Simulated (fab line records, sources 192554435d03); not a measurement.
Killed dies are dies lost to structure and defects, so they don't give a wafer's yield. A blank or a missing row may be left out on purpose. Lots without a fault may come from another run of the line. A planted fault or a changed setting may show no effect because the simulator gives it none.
A struck lot beside a sound one | flow n5_finfet | 11 steps out of a route of 1938
Sound: wafers L210.1, L210.4, L210.6. Struck: wafers L197.2, L197.5, L197.6. The cause comes at the end.
At each step with rows: each side's tool, then ch and its chambers, then its first start. Under that, the readings that differ: sound wafers | struck wafers | difference of the means | sigmas: that difference in standard deviations of wafers without a fault.
alike: readings whose means differ by less than 2 such deviations, and words and numbers that are the same on both sides. not compared: withheld readings, readings that some wafer has no value for, bounds like >300 that may hide the same value, and numbers for which the record gives no deviation and whose values overlap.
The two part at a step that has a row with sigmas, a row that says differs or no value, or rows on one side only. Numbers that don't overlap but have no deviation are shown without sigmas and don't part them. A reading that every wafer of one side lacks parts them only if that side has two wafers or more.

N5_START_INSPECT_01: inspects for defects (unpatterned scan).
  sound on defect_inspect-01, day 6 12:02; struck on defect_inspect-02, day 3 06:02
  alike: raw_defect_count
then, 2 steps without rows for these wafers: N5_ZERO_LAYER_PRECLEAN_00 (cleans in SPM, time 600 s); N5_ZERO_LAYER_SRD_01 (time 30 s, dry time 30 s).
N5_ZERO_LAYER_PECVD_02: deposits SiO2 from SiH4/N2O, target thk 10 nm, time 6 s.
  sound on pecvd-03 ch 0,1, day 6 12:17; struck on pecvd-04 ch 0,1,2, day 3 06:17
  reading            | sound       | struck      | difference | sigmas
  heater_power_w (W) | 890 932 923 | 833 729 772 | -137       | -2
  alike: showerhead_plenum_p_Torr, showerhead_vpp_V
then, 4 steps without rows for these wafers: N5_ZERO_LAYER_HMDS_04 (time 60 s); N5_ZERO_LAYER_COAT_05 (resist thk 1000 nm); N5_ZERO_LAYER_EBR_07; N5_ZERO_LAYER_SOFTBAKE_06 (time 90 s).
N5_ZERO_LAYER_EXPOSE_08: exposes mask ZERO, defocus 0 nm, target cd 2000 nm.
  sound on krf_scanner-02 ch 0, day 6 12:30; struck on krf_scanner-01 ch 0, day 3 06:28
  reading                            | sound                | struck            | difference | sigmas
  model.ZERO_LAYER.overlay_x_nm (nm) | -1.166 -1.166 -1.166 | 397.2 397.2 397.2 | +398.4     |
  alike: mask
then, 1 step without rows for these wafers: N5_ZERO_LAYER_PEB_09.
-- the record jumps here: 7 days lie between the struck wafers' starts before and after (it left off in module ZERO_LAYER and takes up again in module BEOL_M4, whose first step shown is number 1111 of the route) --
N5_BEOL_M4_RC_MEAS_101:
  sound on prober-02 ch 0, day 13 07:02; struck on prober-01 ch 0, day 9 23:15
  alike: DIBL_N, DIBL_P, IOFF_N, IOFF_P, ION_N, ION_P, SS_N, SS_P, VT_N, VT_P

WHERE THEY PART
Only at N5_ZERO_LAYER_PECVD_02, within this record. Later steps at which nothing parts them and some readings are alike: N5_ZERO_LAYER_EXPOSE_08, N5_BEOL_M4_RC_MEAS_101.

WHY: what the simulator had put in
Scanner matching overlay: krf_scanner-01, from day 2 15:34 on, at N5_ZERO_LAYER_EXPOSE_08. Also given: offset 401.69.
